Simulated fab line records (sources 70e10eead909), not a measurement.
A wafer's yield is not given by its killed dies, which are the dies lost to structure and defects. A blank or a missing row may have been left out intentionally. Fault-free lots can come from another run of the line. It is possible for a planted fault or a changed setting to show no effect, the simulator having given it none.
Which of the tools did it? | flow nandHarc | 14 lots with 42 wafers sampled at 4 steps, on a route of 1302 steps

## WHAT THE GAUGES SHOWED, per wafer
The record holds no reading of a measuring or inspecting step that can be judged against a usual standard deviation.

## WHAT TOOL EACH LOT RAN ON (gives the tool, then ch and the chambers of the sampled wafers, and finally the start)
lot  | NHARC_A_M1_DEP_33               | NHARC_A_BONDPAD_DESCUM_11         | NHARC_A_BONDPAD_ETCH_34           | NHARC_A_BONDPAD_PRE_CLEAN_26
L797 | pecvd-02 ch 0,2, day 23 08:08   | rieDiel-11 ch 0,1, day 23 10:08   | rieDiel-11 ch 0,1,2, day 23 10:14 | pvdSputter-02, no start
L798 | pecvd-02 ch 0,1,2, day 24 00:09 | rieDiel-09 ch 1,2,3, day 24 02:16 | rieDiel-09 ch 0,1,2, day 24 02:22 | pvdSputter-03, no start
L800 | pecvd-04 ch 0,1, day 24 05:46   | rieDiel-09 ch 1,2, day 24 07:44   | rieDiel-09 ch 1,2,3, day 24 07:50 | pvdSputter-01, no start
L799 | pecvd-02 ch 1,2, day 24 06:39   | rieDiel-02 ch 0,1,2, day 24 08:34 | rieDiel-02 ch 0,1,2, day 24 08:40 | pvdSputter-03, no start
L801 | pecvd-02 ch 0,1,2, day 24 21:56 | rieDiel-11 ch 1,2,3, day 24 23:56 | rieDiel-11 ch 1,2,3, day 25 00:01 | pvdSputter-03, no start
L804 | pecvd-03 ch 0,1,2, day 26 06:24 | rieDiel-11 ch 1,2,3, day 26 08:08 | rieDiel-11 ch 0,2,3, day 26 08:14 | pvdSputter-02, no start
L803 | pecvd-04 ch 0,2, day 26 06:44   | rieDiel-11 ch 0,1,3, day 26 08:43 | rieDiel-11 ch 0,1,3, day 26 08:47 | pvdSputter-01, no start
L807 | pecvd-02 ch 0,1, day 27 07:39   | rieDiel-09 ch 0,1,2, day 27 09:40 | rieDiel-09 ch 1,2,3, day 27 09:45 | pvdSputter-02, no start
L811 | pecvd-04 ch 0,1,2, day 29 05:22 | rieDiel-11 ch 0,1,2, day 29 07:25 | rieDiel-11 ch 0,1,3, day 29 07:31 | pvdSputter-02, no start
L812 | pecvd-04 ch 1,2, day 29 19:28   | rieDiel-11 ch 0,3, day 29 21:21   | rieDiel-11 ch 0,1,3, day 29 21:26 | pvdSputter-02, no start
L814 | pecvd-04 ch 0,1, day 30 18:05   | rieDiel-02 ch 0,1,3, day 30 20:07 | rieDiel-02 ch 0,1,2, day 30 20:13 | pvdSputter-01, no start
L817 | pecvd-03 ch 0,1,2, day 32 01:26 | rieDiel-02 ch 2,3, day 32 03:11   | rieDiel-02 ch 1,2, day 32 03:16   | pvdSputter-01, no start
L818 | pecvd-02 ch 0,1,2, day 32 02:57 | rieDiel-11 ch 0,1,2, day 32 04:49 | rieDiel-11 ch 0,1,3, day 32 04:53 | pvdSputter-02, no start
L819 | pecvd-03 ch 0,1,2, day 33 03:02 | rieDiel-11 ch 1,2, day 33 04:56   | rieDiel-11 ch 1,2,3, day 33 05:01 | pvdSputter-03, no start
- NHARC_A_M1_DEP_33: deposits SiCN, target thk 30 nm.
- NHARC_A_BONDPAD_DESCUM_11: chemistry O2, time 3 s.
- NHARC_A_BONDPAD_ETCH_34: etches the open film in N2/H2, target depth 60 nm, overetch 18 nm, time 65.91 s.
- NHARC_A_BONDPAD_PRE_CLEAN_26: time 30 s.

## WHAT THE TOOLS THEMSELVES READ (means of the sampled wafers that have a number; where no wafer has one, the mark that the record gives instead)
NHARC_A_M1_DEP_33.
lot  | tool     | chamberPressureTorr (Torr) | heaterPowerW (W)
L797 | pecvd-02 | 3.000                      | 565
L798 | pecvd-02 | 3.004                      | 580
L800 | pecvd-04 | 3.000                      | 661
L799 | pecvd-02 | 3.001                      | 571
L801 | pecvd-02 | 2.995                      | 604
L804 | pecvd-03 | 3.000                      | 585
L803 | pecvd-04 | 3.005                      | 650
L807 | pecvd-02 | 3.003                      | 589
L811 | pecvd-04 | 3.000                      | 628
L812 | pecvd-04 | 3.006                      | 655
L814 | pecvd-04 | 3.000                      | 666
L817 | pecvd-03 | 2.990                      | 601
L818 | pecvd-02 | 3.000                      | 594
L819 | pecvd-03 | 3.002                      | 596

NHARC_A_BONDPAD_DESCUM_11.
lot  | tool       | drypumpMotorCurrentA (A) | oesProductAu (a.u.) | rfVppV (V) | showerheadPlenumPTorr (Torr) | throttleValvePct (%)
L797 | rieDiel-11 | 5.3                      | 0.992               | 58.4       | 1.99                         | 11.305
L798 | rieDiel-09 | 6.0                      | 0.995               | 58.3       | 1.98                         | 11.308
L800 | rieDiel-09 | 6.1                      | 0.998               | 58.2       | 2.02                         | 11.301
L799 | rieDiel-02 | 5.4                      | 0.996               | 58.1       | 1.85                         | 11.309
L801 | rieDiel-11 | 5.8                      | 1.012               | 58.1       | 1.90                         | 11.309
L804 | rieDiel-11 | 5.9                      | 1.010               | 57.8       | 1.90                         | 11.314
L803 | rieDiel-11 | 5.5                      | 1.008               | 57.4       | 1.94                         | 11.302
L807 | rieDiel-09 | 6.1                      | 0.997               | 57.6       | 1.94                         | 11.309
L811 | rieDiel-11 | 5.7                      | 0.990               | 58.3       | 1.94                         | 11.317
L812 | rieDiel-11 | 5.7                      | 1.001               | 57.8       | 1.94                         | 11.316
L814 | rieDiel-02 | 5.5                      | 0.991               | 57.6       | 1.91                         | 11.312
L817 | rieDiel-02 | 6.0                      | 1.012               | 57.5       | 1.99                         | 11.313
L818 | rieDiel-11 | 5.7                      | 0.982               | 58.0       | 1.94                         | 11.307
L819 | rieDiel-11 | 6.0                      | 0.977               | 58.3       | 1.90                         | 11.313

NHARC_A_BONDPAD_ETCH_34.
lot  | tool       | drypumpMotorCurrentA (A) | oesProductAu (a.u.) | rfVppV (V) | runLengthS (s) | showerheadPlenumPTorr (Torr) | throttleValvePct (%)
L797 | rieDiel-11 | 5.7                      | 0.999               | 431.6      | 87.4           | 2.07                         | 14.168
L798 | rieDiel-09 | 6.1                      | 0.994               | 431.7      | 87.1           | 2.08                         | 14.172
L800 | rieDiel-09 | 6.0                      | 0.991               | 431.6      | 87.4           | 2.12                         | 14.170
L799 | rieDiel-02 | 5.4                      | 0.997               | 427.7      | 87.1           | 1.97                         | 14.176
L801 | rieDiel-11 | 5.9                      | 1.013               | 430.7      | 87.0           | 2.02                         | 14.172
L804 | rieDiel-11 | 6.0                      | 1.011               | 431.9      | 87.2           | 2.07                         | 14.176
L803 | rieDiel-11 | 5.5                      | 1.008               | 431.2      | 87.5           | 2.06                         | 14.170
L807 | rieDiel-09 | 6.0                      | 0.981               | 432.9      | 87.3           | 2.11                         | 14.181
L811 | rieDiel-11 | 5.5                      | 0.993               | 431.4      | 79.9           | 2.06                         | 14.163
L812 | rieDiel-11 | 5.5                      | 0.998               | 431.6      | 79.6           | 2.06                         | 14.181
L814 | rieDiel-02 | 5.5                      | 0.998               | 428.2      | 87.3           | 1.96                         | 14.185
L817 | rieDiel-02 | 5.6                      | 1.004               | 427.7      | 87.5           | 1.94                         | 14.167
L818 | rieDiel-11 | 5.5                      | 0.999               | 431.0      | 87.1           | 2.06                         | 14.173
L819 | rieDiel-11 | 5.9                      | 0.995               | 429.9      | 86.8           | 2.02                         | 14.177

NHARC_A_BONDPAD_PRE_CLEAN_26.
lot  | tool          | heaterPowerW (W)
L797 | pvdSputter-02 | 421
L798 | pvdSputter-03 | 412
L800 | pvdSputter-01 | 429
L799 | pvdSputter-03 | 411
L801 | pvdSputter-03 | 439
L804 | pvdSputter-02 | 446
L803 | pvdSputter-01 | 447
L807 | pvdSputter-02 | 398
L811 | pvdSputter-02 | 446
L812 | pvdSputter-02 | 393
L814 | pvdSputter-01 | 412
L817 | pvdSputter-01 | 403
L818 | pvdSputter-02 | 432
L819 | pvdSputter-03 | 433

## THE ANSWER, worked out from the rows above alone
Rule: usual is defined by the lots themselves. The widest of any qualifying gaps counts: lots, ordered by their means at a reading, are off when they make up no more than a third of the lots, leave a main group of 4 or more, and stand apart from it by 3 or more times the standard deviation of that group's means. A main group whose means are all the same, to the digits that the tables above print for the reading, isn't used. A lot without any number at a reading at which 4 lots or more have one is off too. All remaining lots with rows at the step are treated as sound. First the gauges in route order, then the tools' own readings, where a lot's mean is used as printed above. At the first step where some lot is off, the reading lying furthest off is the one used; lots without a number count as furthest.
Off: L811, L812, at NHARC_A_BONDPAD_ETCH_34 (runLengthS). Mean 87.2 s and standard deviation 0.2 in the main group.
If a tool, at that step or one of the process steps before it, ran each lot that is off and ran no sound lot following the first of them, it fits. None of those tried fits.

## WHAT THE SIMULATOR HAD INSERTED
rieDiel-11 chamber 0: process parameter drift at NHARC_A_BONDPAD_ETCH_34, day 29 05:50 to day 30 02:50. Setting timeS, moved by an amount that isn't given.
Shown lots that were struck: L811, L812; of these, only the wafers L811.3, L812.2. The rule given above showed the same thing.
